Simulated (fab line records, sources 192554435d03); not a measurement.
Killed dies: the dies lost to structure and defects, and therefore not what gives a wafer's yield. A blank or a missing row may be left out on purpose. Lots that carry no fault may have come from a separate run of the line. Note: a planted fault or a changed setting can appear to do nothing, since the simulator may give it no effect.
Chamber matching	flow n5_finfet	ald_sin-03 running N5_MOL_CONTACT_COAG_ALD_27: 4 sister chambers
The step deposits SiOC, target thk 17 nm, pulse time 1.5 s, time 2720 s. 4 wafers are shown with their chamber, then 6 later ones without.

WAFERS, EACH WITH ITS CHAMBER
wafer	chamber	heater_power_w (W)
L569.5	2	881
L571.4	0	924
L574.1	3	846
L574.4	1	757

WAFERS WITH NO CHAMBER GIVEN
wafer	heater_power_w (W)
L574.6	916
L578.1	761
L578.2	858
L578.4	901
L579.1	861
L579.3	897

WHICH CHAMBER EACH ONE RAN IN
wafer	from the rows above	in truth
L574.6	can't be placed: 0 or 2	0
L578.1	1	1
L578.2	can't be placed: 3 or 2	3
L578.4	can't be placed: 2 or 0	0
L579.1	can't be placed: 3 or 2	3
L579.3	can't be placed: 2 or 0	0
1 of 6 placed correctly. Cannot be placed on the basis of these rows: 5; the candidates contain the true chamber in 5. 0 placed wrongly.
How it was worked out, from the rows above alone: a wafer's distance from a chamber is the root of the sum, over the readings, of the square of ((its reading less the chamber's mean) divided by the reading's scatter). The wafer belongs to the nearest chamber; if the next one is less than 2 further off, it can't be placed. For every chamber, the mean is computed from those of its wafers that are shown. The scatter: with one shown wafer a chamber, the root of the mean of the squares of how far each hidden wafer lies from its nearest shown one.
